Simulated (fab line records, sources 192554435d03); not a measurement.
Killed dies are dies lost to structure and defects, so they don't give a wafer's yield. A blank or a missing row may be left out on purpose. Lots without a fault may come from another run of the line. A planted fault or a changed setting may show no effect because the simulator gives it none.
Problem report in the 8D (eight disciplines) form, filled by code | flow n5_finfet | the parts of the form that need people (team, actions taken, sign-off) are left out

1. THE PROBLEM
run_length_s at N5_MOL_CONTACT_COAG_ALD_27 reads a mean of 4097.9 s on 3 wafers of 2 lots; wafers without a fault read 2769.9 s with a standard deviation of 0.57. That is +99 or more standard deviations from the usual mean.
The step: deposits SiOC, target thk 17 nm, pulse time 1.5 s, time 2720 s.
First seen on wafer L572.2, day 7 11:53, on ald_sin-04. The record holds 29 wafers of 10 lots with a number at this step. Rule for "out", or "out of limits": more than 4 standard deviations from the usual mean. The other wafers with a number count as sound.

2. WHAT IT IS AND WHAT IT IS NOT
question                    | is                     | is not
which readings at this step | run_length_s           | chamber_pressure_Torr, heater_power_w, susceptor_temp_C
which lots                  | L572, L575             | L562, L566, L567, L569, L581, L582, L584, L585
which wafers of those lots  | L572.2, L572.6, L575.2 | L572.4, L575.5
read on which tools         | ald_sin-04             | ald_sin-01, ald_sin-02
when                        | from day 7 11:53       | up to then (13 sound wafers); but 13 sound wafers of L575, L581, L582, L584, L585 came after

3. SUSPECTS, AND WHAT RULES EACH OUT
Counting: a tool at a process step up to the reading stays a suspect if it ran every lot that is out. Sound lots after the first of them don't rule it out here, since some wafers of a struck lot are sound.
- pvd_sputter-02 at N5_MOL_CONTACT_COAG_SPUTTER_143 (material Co, target thk 2.5 nm): kept. It ran every lot that is out, first L572 (day 7 08:23); its last sound lot up to then is L566 (day 5 21:04).
- cmp-01 at N5_MOL_CONTACT_COAG_CMP_23 (polishes, stops on SiO2, t overpolish 1.5 s, target thk 0 nm): kept. It ran every lot that is out, first L572 (day 7 11:04); its last sound lot up to then is L567 (day 6 02:57).
- ald_sin-04 at N5_MOL_CONTACT_COAG_ALD_27 (deposits SiOC, target thk 17 nm, pulse time 1.5 s, time 2720 s): kept. It ran every lot that is out, first L572 (day 7 11:53); its last sound lot up to then is L569 (day 6 15:30). Its own readings are out on those wafers: run_length_s.
Left after counting: pvd_sputter-02 at N5_MOL_CONTACT_COAG_SPUTTER_143, cmp-01 at N5_MOL_CONTACT_COAG_CMP_23, ald_sin-04 at N5_MOL_CONTACT_COAG_ALD_27.

4. THE CAUSE (what the simulator had put in)
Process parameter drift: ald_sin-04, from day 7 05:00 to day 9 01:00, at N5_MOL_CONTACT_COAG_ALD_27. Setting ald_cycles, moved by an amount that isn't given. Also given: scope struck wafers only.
Counting left 3 suspects, and this tool is among them.

5. THE CHAIN OF EFFECTS, in route order
Each row: a reading whose mean over the struck wafers that have a number lies more than 3 standard deviations from the usual. Only readings for which the record gives a usual standard deviation are gone through. hours: the time from each lot's start at the first step in this table that gives one to its start at this step, as a median over the lots. sigmas: the change in usual standard deviations.
hours | step                       | reading      | usual    | on struck wafers | change  | sigmas
0     | N5_MOL_CONTACT_COAG_ALD_27 | run_length_s | 2769.9 s | 4097.9           | +1328.0 | +99 or more
The process steps in it:
- N5_MOL_CONTACT_COAG_ALD_27: deposits SiOC, target thk 17 nm, pulse time 1.5 s, time 2720 s.
Later measuring or inspecting steps at which every struck wafer that the step has a row for has a number for every such reading, and none has moved that far: N5_MOL_CONTACT_COAG_THK_MEAS_29, N5_BEOL_M4_RC_MEAS_101.

6. WHAT WOULD HAVE CAUGHT IT SOONER
In this record the first reading out of limits was taken at day 7 11:53, 7 hours after the fault began at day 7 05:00.
